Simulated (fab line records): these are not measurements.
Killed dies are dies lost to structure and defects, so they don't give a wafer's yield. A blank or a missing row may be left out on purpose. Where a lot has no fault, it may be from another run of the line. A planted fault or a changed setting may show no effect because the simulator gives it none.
3 desks, one fault | flow nand_harc | only its own numbers are on each desk; what lay behind them is given at the end

== THE DEFECT DESK ==
For each lot, the counts of the inspections along the route, averaged over the sampled wafers that have a number. If a lot's mean is further than 4 standard deviations from the usual mean, the lot is out of limits and carries the mark OUT (the distance appears in the brackets).
Columns: A = raw_defect_count at NHARC_P_GATE_INSPECT_28, usual 6
lot  | first seen here | A
L592 | day 5 11:21     | 4
L593 | day 5 16:32     | 7
L594 | day 6 02:30     | 6
L598 | day 9 05:30     | 7
L601 | day 9 07:22     | 7
L603 | day 9 19:28     | 6
L605 | day 10 21:49    | 4
L604 | day 10 22:41    | 8
L606 | day 11 02:53    | 2
L609 | day 12 17:17    | 8
L612 | day 14 02:02    | 5
L613 | day 14 08:37    | 7
L614 | day 14 13:07    | 7
Finding of this desk: none of the 13 lots has anything out of limits.

== AT THE METROLOGY DESK ==
Means of the sampled wafers that have a number, per lot and without regard to the tool the lot ran on: this is what the gauges read. If a lot's mean is further than 4 standard deviations from the usual mean, the lot is out of limits and carries the mark OUT (the distance appears in the brackets).
Columns: A = cd_nm at NHARC_P_GATE_CD_MEAS_33, usual 119.7 nm
lot  | first seen here | A
L592 | day 5 12:12     | 119.0
L593 | day 5 17:23     | 121.6
L594 | day 6 03:24     | 119.4
L598 | day 9 06:22     | 117.8
L601 | day 9 08:13     | 117.5
L603 | day 9 20:20     | 119.8
L605 | day 10 22:41    | 120.7
L604 | day 10 23:33    | 118.9
L606 | day 11 03:45    | 119.6
L609 | day 12 18:08    | 120.6
L612 | day 14 02:59    | 119.6
L613 | day 14 09:29    | 122.7
L614 | day 14 14:07    | 119.9
Finding of this desk: none of the 13 lots has anything out of limits.

== FOR THE TOOL OWNER'S DESK: rie_diel-11 ==
The tool's own readings at NHARC_P_GATE_ETCHBACK_37 (etches the open film in CHF3/O2, target depth 34.5 nm, time 17.2 s): means of the sampled wafers that have a number, for each lot that ran on this tool. If a lot's mean is further than 4 standard deviations from the usual mean, the lot is out of limits and carries the mark OUT (the distance appears in the brackets).
Columns: A = drypump_motor_current_A at NHARC_P_GATE_ETCHBACK_37, usual 5.8 A; B = oes_product_au at NHARC_P_GATE_ETCHBACK_37, usual 0.939 a.u.; C = rf_vpp_V at NHARC_P_GATE_ETCHBACK_37, usual 370.5 V; D = run_length_s at NHARC_P_GATE_ETCHBACK_37, usual 38.5 s; E = showerhead_plenum_p_Torr at NHARC_P_GATE_ETCHBACK_37, usual 2.39 Torr; F = throttle_valve_pct at NHARC_P_GATE_ETCHBACK_37, usual 20.572 %
lot  | first seen here | A   | B     | C     | D    | E    | F
L592 | day 5 22:11     | 5.8 | 0.924 | 370.9 | 38.3 | 2.45 | 20.577
L594 | day 6 13:22     | 5.8 | 0.935 | 370.6 | 38.3 | 2.37 | 20.574
L601 | day 9 23:37     | 6.0 | 0.918 | 372.6 | 38.8 | 2.49 | 20.575
L603 | day 10 11:23    | 5.6 | 0.919 | 370.9 | 38.7 | 2.42 | 20.572
L604 | day 11 09:26    | 5.8 | 0.933 | 371.9 | 39.2 | 2.44 | 20.574
L606 | day 11 13:44    | 5.4 | 0.918 | 370.7 | 38.7 | 2.36 | 20.589
L613 | day 14 19:28    | 5.7 | 0.916 | 370.4 | 38.3 | 2.37 | 20.568
Finding of this desk: none of the 7 lots has anything out of limits.

== ALL TOGETHER ==
Nothing the defect desk looked at was out of limits.
From the metrology desk's view, nothing was out of limits.
The desk of the tool owner found nothing out of limits.

== WHAT THE SIMULATOR HAD INSERTED ==
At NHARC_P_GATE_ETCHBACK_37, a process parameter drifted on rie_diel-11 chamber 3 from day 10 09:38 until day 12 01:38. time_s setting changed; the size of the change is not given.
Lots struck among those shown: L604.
